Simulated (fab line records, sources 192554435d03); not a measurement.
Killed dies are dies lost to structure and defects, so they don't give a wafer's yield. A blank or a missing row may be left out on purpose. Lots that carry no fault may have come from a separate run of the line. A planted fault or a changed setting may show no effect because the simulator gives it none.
Check of tool commonality :: flow n5Finfet :: Lots sampled 9, wafers sampled 27

THE REASON FOR OPENING IT
On 2 of the 9 lots, a flag is raised at N5_FIN_SAQP_THK_MEAS_07 on the reading thkNm. Fault-free wafers read 60.1 nm, with a standard deviation of 0.9.
Rule: a lot gets a flag if all its wafers with a number sit over 4 standard deviations from that mean, or if no wafer of it has a number. As for the other lots, they are considered sound.

lot: L480
measured: day 2 03:20
on: filmMetro-01
thkNm (nm), wafer by wafer: 59.2 61.8 59.7
flag: 

lot: L481
measured: day 2 09:59
on: filmMetro-01
thkNm (nm), wafer by wafer: 59.5 60.9 61.2
flag: 

lot: L482
measured: day 2 15:28
on: filmMetro-01
thkNm (nm), wafer by wafer: 60.7 59.9 59.4
flag: 

lot: L483
measured: day 2 22:05
on: filmMetro-02
thkNm (nm), wafer by wafer: 59.5 58.6 59.3
flag: 

lot: L486
measured: day 3 15:46
on: filmMetro-02
thkNm (nm), wafer by wafer: 60.6 59.2 61.6
flag: 

lot: L493
measured: day 5 09:02
on: filmMetro-01
thkNm (nm), wafer by wafer: 49.9 50.6 53.2
flag: FLAGGED

lot: L494
measured: day 5 15:36
on: filmMetro-02
thkNm (nm), wafer by wafer: 49.9 50.4 51.9
flag: FLAGGED

lot: L499
measured: day 6 21:55
on: filmMetro-02
thkNm (nm), wafer by wafer: 61.3 61.3 61.5
flag: 

lot: L502
measured: day 7 14:47
on: filmMetro-02
thkNm (nm), wafer by wafer: 59.2 59.9 60.8
flag: 
The numbers of the flagged lots are 51.0 nm on average: -9.1 nm against the usual, or -10 standard deviations.

LOT BY LOT: THE TOOL USED
Before the reading, the record contains 2 process steps out of a 1938-step route. In each cell: the tool, then ch and the chambers that the sampled wafers went through, then the start.
lot: L480
flag: 
N5_FIN_SAQP_PECVD_48: pecvd-01 ch 0,1, day 2 03:13
N5_FIN_SAQP_PECVD_06: pecvd-01 ch 0,1, day 2 03:15

lot: L481
flag: 
N5_FIN_SAQP_PECVD_48: pecvd-02 ch 0,1, day 2 09:49
N5_FIN_SAQP_PECVD_06: pecvd-02 ch 0,1, day 2 09:52

lot: L482
flag: 
N5_FIN_SAQP_PECVD_48: pecvd-03 ch 0,1,2, day 2 15:20
N5_FIN_SAQP_PECVD_06: pecvd-03 ch 0,1,2, day 2 15:22

lot: L483
flag: 
N5_FIN_SAQP_PECVD_48: pecvd-03 ch 0,1,2, day 2 21:57
N5_FIN_SAQP_PECVD_06: pecvd-03 ch 0,1,2, day 2 21:59

lot: L486
flag: 
N5_FIN_SAQP_PECVD_48: pecvd-03 ch 0,1, day 3 15:38
N5_FIN_SAQP_PECVD_06: pecvd-03 ch 0,1, day 3 15:41

lot: L493
flag: FLAGGED
N5_FIN_SAQP_PECVD_48: pecvd-03 ch 0,2, day 5 08:54
N5_FIN_SAQP_PECVD_06: pecvd-03 ch 0,2, day 5 08:56

lot: L494
flag: FLAGGED
N5_FIN_SAQP_PECVD_48: pecvd-03 ch 0,1,2, day 5 15:28
N5_FIN_SAQP_PECVD_06: pecvd-03 ch 0,1,2, day 5 15:31

lot: L499
flag: 
N5_FIN_SAQP_PECVD_48: pecvd-02 ch 1,2, day 6 21:47
N5_FIN_SAQP_PECVD_06: pecvd-02 ch 1,2, day 6 21:50

lot: L502
flag: 
N5_FIN_SAQP_PECVD_48: pecvd-02 ch 0,2, day 7 14:40
N5_FIN_SAQP_PECVD_06: pecvd-02 ch 0,2, day 7 14:42
What the steps here do:
- N5_FIN_SAQP_PECVD_48: deposits SiNx from SiH4/NH3/N2, target thk 25 nm, time 22.1 s.
- N5_FIN_SAQP_PECVD_06: deposits a-Si from SiH4/He, target thk 60 nm, time 48.1 s.
- N5_FIN_SAQP_THK_MEAS_07

FLAGGED OVER TOTAL, TOOL BY TOOL (the gauges that took the reading come last)
step: N5_FIN_SAQP_PECVD_48
tool: pecvd-01
lots run: 1
flagged: 0
share of the flagged lots: none
sound lots run after its first flagged lot: -

step: N5_FIN_SAQP_PECVD_48
tool: pecvd-02
lots run: 3
flagged: 0
share of the flagged lots: none
sound lots run after its first flagged lot: -

step: N5_FIN_SAQP_PECVD_48
tool: pecvd-03
lots run: 5
flagged: 2
share of the flagged lots: all
sound lots run after its first flagged lot: 0

step: N5_FIN_SAQP_PECVD_06
tool: pecvd-01
lots run: 1
flagged: 0
share of the flagged lots: none
sound lots run after its first flagged lot: -

step: N5_FIN_SAQP_PECVD_06
tool: pecvd-02
lots run: 3
flagged: 0
share of the flagged lots: none
sound lots run after its first flagged lot: -

step: N5_FIN_SAQP_PECVD_06
tool: pecvd-03
lots run: 5
flagged: 2
share of the flagged lots: all
sound lots run after its first flagged lot: 0

step: N5_FIN_SAQP_THK_MEAS_07
tool: filmMetro-01
lots run: 4
flagged: 1
share of the flagged lots: some
sound lots run after its first flagged lot: 0

step: N5_FIN_SAQP_THK_MEAS_07
tool: filmMetro-02
lots run: 5
flagged: 1
share of the flagged lots: some
sound lots run after its first flagged lot: 2 (L499,L502)

THE TABLE: WHAT IT ALLOWS
In 2 table rows, all flagged lots were run: pecvd-03 (N5_FIN_SAQP_PECVD_48), pecvd-03 (N5_FIN_SAQP_PECVD_06).
- pecvd-03 at N5_FIN_SAQP_PECVD_48: 2 of its 5 lots flagged. A fault beginning between L486 (day 3 15:38), its last sound lot, and L493 (day 5 08:54), its first flagged one, fits the data.
- pecvd-03 at N5_FIN_SAQP_PECVD_06: 2 of its 5 lots flagged. A fault beginning between L486 (day 3 15:41), its last sound lot, and L493 (day 5 08:56), its first flagged one, fits the data.
pecvd-03 at N5_FIN_SAQP_PECVD_48 and N5_FIN_SAQP_PECVD_06 is the single tool remaining.

WHAT THE SIMULATOR PUT IN
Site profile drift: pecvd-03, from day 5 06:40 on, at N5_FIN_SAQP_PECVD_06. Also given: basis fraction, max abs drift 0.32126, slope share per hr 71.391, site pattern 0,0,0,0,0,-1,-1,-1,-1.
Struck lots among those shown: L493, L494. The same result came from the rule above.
